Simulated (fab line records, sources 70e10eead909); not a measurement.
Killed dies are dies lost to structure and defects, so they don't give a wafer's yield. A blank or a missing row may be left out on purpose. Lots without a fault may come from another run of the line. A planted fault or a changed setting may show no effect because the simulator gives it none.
Chamber matching | flow nand_harc | NHARC_A_CHANNEL_FILL_D1_STRIP_28 on rie_diel-12: 4 sister chambers
The step strips in O2, time 20 s. 8 wafers are shown with their chamber, then 12 later ones without.

WAFERS WITH THEIR CHAMBER
wafer  | chamber | drypump_motor_current_A (A) | oes_product_au (a.u.)
L082.3 | 0       | 6.2                         | 0.980
L088.1 | 0       | 6.2                         | 0.980
L086.3 | 3       | 5.7                         | 0.985
L086.5 | 2       | 5.3                         | 0.990
L086.6 | 1       | 6.4                         | 0.997
L093.1 | 2       | 5.3                         | 1.010
L093.4 | 1       | 6.4                         | 1.007
L093.5 | 3       | 5.6                         | 0.996

WAFERS WITHOUT THEIR CHAMBER
wafer  | drypump_motor_current_A (A) | oes_product_au (a.u.)
L092.1 | 6.4                         | 0.989
L092.3 | 5.3                         | 1.009
L092.4 | 6.1                         | 0.987
L094.2 | 5.3                         | 0.989
L094.4 | 6.2                         | 0.988
L094.6 | 6.1                         | 0.984
L097.1 | 6.4                         | 0.999
L097.2 | 5.6                         | 0.996
L097.5 | 6.2                         | 0.989
L096.1 | 5.3                         | 0.997
L096.5 | 6.2                         | 0.991
L096.6 | 5.6                         | 1.004

WHICH CHAMBER EACH WENT THROUGH
wafer  | from the rows above | in truth
L092.1 | 1                   | 1
L092.3 | 2                   | 2
L092.4 | 0                   | 0
L094.2 | 2                   | 2
L094.4 | 0                   | 0
L094.6 | 0                   | 0
L097.1 | 1                   | 1
L097.2 | 3                   | 3
L097.5 | 0                   | 0
L096.1 | 2                   | 2
L096.5 | 0                   | 0
L096.6 | 3                   | 3
Placed correctly: 12 of 12. Can't be placed from these rows: 0. Placed wrongly: 0.
How it was worked out, from the rows above alone: a wafer's distance from a chamber is the root of the sum, over the readings, of the square of ((its reading less the chamber's mean) divided by the reading's scatter). The wafer belongs to the nearest chamber; if the next one is less than 2 further off, it can't be placed. A chamber's mean is the mean of its shown wafers. The scatter: the root of (the sum of the squares of (reading less its chamber's mean) over the shown wafers, divided by (wafers less chambers)).
